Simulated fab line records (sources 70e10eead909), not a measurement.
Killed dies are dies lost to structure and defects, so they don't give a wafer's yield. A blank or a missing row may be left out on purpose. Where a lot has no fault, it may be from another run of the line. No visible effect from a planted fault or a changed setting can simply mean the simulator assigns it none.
A struck lot beside a sound one	flow nandHarc	17 out of 1159 route steps
Sound: the wafers L353.3, L353.4, L353.5. Struck: wafer L364.1 (left out: L364.3, L364.6 of the same lot, which were not struck); the cause appears at the end.
For every step that has rows: the tool of each side, followed by ch and its chambers, followed by its first start. Under that, the readings that differ: sound wafers	struck wafers	difference of the means	sigmas: that difference in standard deviations of wafers without a fault.
alike: readings whose means differ by less than 2 such deviations, and words and numbers that are the same on both sides. not compared: withheld readings, readings that some wafer has no value for, bounds like >300 that may hide the same value, and numbers for which the record gives no deviation and whose values overlap.
A row with sigmas, a row that says differs or no value, or rows on one side alone: a step with any of these is where the two part. When numbers do not overlap yet have no deviation, they are printed without sigmas and do not part them. A reading missing from all wafers of one side parts the sides only when that side holds two or more wafers.

NHARC_P_M2_INSPECT_11:
  sound on defectInspect-02 at day 7 11:21; struck on defectInspect-02 at day 10 11:44
  alike: rawDefectCount
NHARC_P_M2_DESCUM_14: chemistry O2, time 3 s.
  sound on rieDiel-03 ch 0,2, day 7 11:26; struck on rieDiel-04 ch 1, day 10 11:49
  alike: chamberPressureMTorr, drypumpMotorCurrentA, oesProductAu, rfVppV, showerheadPlenumPTorr, throttleValvePct
  not compared: rfHoursCounterH
NHARC_P_M2_ETCH_35: etches the open film in N2/H2, target depth 40 nm, overetch 12 nm, time 43.94 s.
  sound on rieDiel-03 ch 0,2, day 7 11:31; struck on rieDiel-04 ch 3, day 10 11:54
  alike: chamberPressureMTorr, drypumpMotorCurrentA, oesProductAu, rfVppV, showerheadPlenumPTorr, throttleValvePct
  not compared: rfHoursCounterH
then, 1 step without rows for these wafers: NHARC_P_M2_ETCH_15 (etches the open film in C4F8/Ar, target depth 182.5 nm, time 91.2 s).
NHARC_P_M2_CD_MEAS_16:
  sound on cdSem-02 at day 7 11:46; struck on cdSem-01 at day 10 12:07
  alike: cdNm
then, 1 step without rows for these wafers: NHARC_P_M2_STRIP_18 (strips in N2/H2).
NHARC_P_M2_ETCH_28: etches the open film in CF4/N2, target depth 30 nm, time 72.99 s.
  sound on rieDiel-03 ch 0,1; struck on rieDiel-06 ch 2
  alike: cf4FlowSccm, chamberPressureMTorr, drypumpMotorCurrentA, oesProductAu, rfVppV, showerheadPlenumPTorr, throttleValvePct
  not compared: rfHoursCounterH
then, 1 step without rows for these wafers: NHARC_P_M2_STRIP_19 (strips in post etch residue remover, time 600 s).
NHARC_P_M2_DEGAS_29: time 60 s.
  sound on pvdSputter-03 at day 7 12:35; struck on pvdSputter-01 at day 10 12:49
  alike: heaterPowerW
then, 2 steps without rows for these wafers: NHARC_P_M2_PRE_CLEAN_30 (time 30 s); NHARC_P_M2_PVD_20 (deposits TaN, target thk 5 nm, time 8.06 s).
NHARC_P_M2_PVD_21: deposits Cu, target thk 30 nm, time 20.49 s.
  sound on pvdSputter-03; struck on pvdSputter-01
  alike: chamberPressurePa, throttleValvePct
NHARC_P_M2_ECD_22: material Cu, target thk 400 nm.
  sound on ecdCu-02 ch 0,1, day 7 13:02; struck on ecdCu-01 ch 0, day 10 13:11
  alike: bathTempC
then, 1 step without rows for these wafers: NHARC_P_M2_ANNEAL_31 (time 90 s).
NHARC_P_M2_CMP_23: polishes, t overpolish 20 s, target thk 144.3 nm.
  sound on cmp-01 ch 0,1,3, day 7 13:44; struck on cmp-02 ch 0, day 10 13:58
reading	sound	struck	difference	sigmas
timeToEndpointS (s)	28.3 28.2 29.2	15.1	-13.5	-8
  alike: motorCurrentA, retainingRingPressureFrac
NHARC_P_M2_THK_MEAS_24: measures by xrf.
  sound on filmMetro-01 at day 7 14:00; struck on filmMetro-01 at day 10 14:15
  alike: thkNm
-- record jumps: 13 days between struck wafers' starts before vs after; left off in module P_M2, resumes in module END, first step shown is number 1159 of the route --
NHARC_END_SORT_01:
  only the struck wafers appear in the record here, on prober-02 ch 0 at day 23 20:16; the sound ones have no rows

WHERE THEY PART
At NHARC_P_M2_CMP_23 first; at NHARC_END_SORT_01 last (within this record only).

WHY: the cause the simulator had injected
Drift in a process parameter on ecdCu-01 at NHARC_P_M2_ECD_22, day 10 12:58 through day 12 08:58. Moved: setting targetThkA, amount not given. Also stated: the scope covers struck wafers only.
